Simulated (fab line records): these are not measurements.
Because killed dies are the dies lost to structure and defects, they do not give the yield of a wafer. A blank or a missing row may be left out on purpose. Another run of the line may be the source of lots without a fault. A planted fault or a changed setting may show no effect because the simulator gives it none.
Chamber matching ; flow nand-harc ; NHARC_A_SGD_CUT_ETCH_58 on rie-diel-10 has 4 sister chambers
The step etches the open film in CF4, target depth 39 nm, time 65 s. 18 wafers are shown with their chamber, then 9 later ones without.

WAFERS WITH THEIR CHAMBER
wafer;chamber;drypump-motor-current-A (A);oes-product-au (a.u.);rf-vpp-V (V)
L076.1;3;6.1;1.016;151.5
L076.2;0;5.5;0.998;150.7
L076.5;1;5.6;1.019;152.9
L080.1;1;5.6;1.018;150.8
L080.2;0;5.6;0.981;150.7
L080.4;2;5.6;0.995;150.6
L082.1;0;5.5;0.971;150.1
L082.5;0;5.5;0.987;149.3
L082.6;3;6.2;0.992;150.7
L086.1;3;6.2;0.989;152.3
L086.5;3;6.2;0.988;151.3
L086.6;0;5.5;0.986;150.6
L088.1;0;5.5;0.982;150.6
L088.4;3;6.2;0.998;152.7
L088.6;1;5.6;1.015;151.7
L090.1;0;5.6;0.983;150.4
L090.3;1;5.6;1.006;152.1
L090.6;2;5.6;0.992;151.1

SIGNATURES (averages over the wafers above)
reading;chamber 0;chamber 1;chamber 2;chamber 3;scatter within a chamber
drypump-motor-current-A;5.529;5.600;5.600;6.180;0.0399
oes-product-au;0.98400;1.01450;0.99350;0.99660;0.00859
rf-vpp-V;150.343;151.875;150.850;151.700;0.682
Rule: distance of a wafer from a chamber = root of the sum over the readings of ((wafer's reading minus chamber's mean) / reading's scatter) squared. The wafer belongs to the nearest chamber; if the next one is less than 2 further off, it can't be placed. The scatter: the root of (the sum of the squares of (reading less its chamber's mean) over the shown wafers, divided by (wafers less chambers)).

WAFERS WHOSE CHAMBER IS MISSING
wafer;drypump-motor-current-A (A);oes-product-au (a.u.);rf-vpp-V (V)
L094.1;5.6;0.999;151.5
L094.3;5.6;0.991;150.7
L094.4;5.6;1.000;150.4
L097.1;5.6;0.985;152.0
L097.2;5.6;0.995;151.6
L097.5;5.6;1.006;151.7
L095.3;5.6;0.995;149.6
L095.4;5.6;1.015;152.2
L095.6;5.6;0.981;150.3

WHICH CHAMBER EACH WENT THROUGH
wafer;from the rows above;in truth
L094.1;can't be placed: 2 or 1 or 0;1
L094.3;can't be placed: 2 or 0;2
L094.4;can't be placed: 2 or 0 or 1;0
L097.1;can't be placed: 2 or 0 or 1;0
L097.2;can't be placed: 2 or 1 or 0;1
L097.5;can't be placed: 1 or 2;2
L095.3;can't be placed: 2 or 0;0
L095.4;1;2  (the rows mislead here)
L095.6;can't be placed: 2 or 0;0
Correct placement for 0 of the 9. Not placeable from these rows: 8 (in 8, the candidates include the true chamber). 1 placed wrongly.
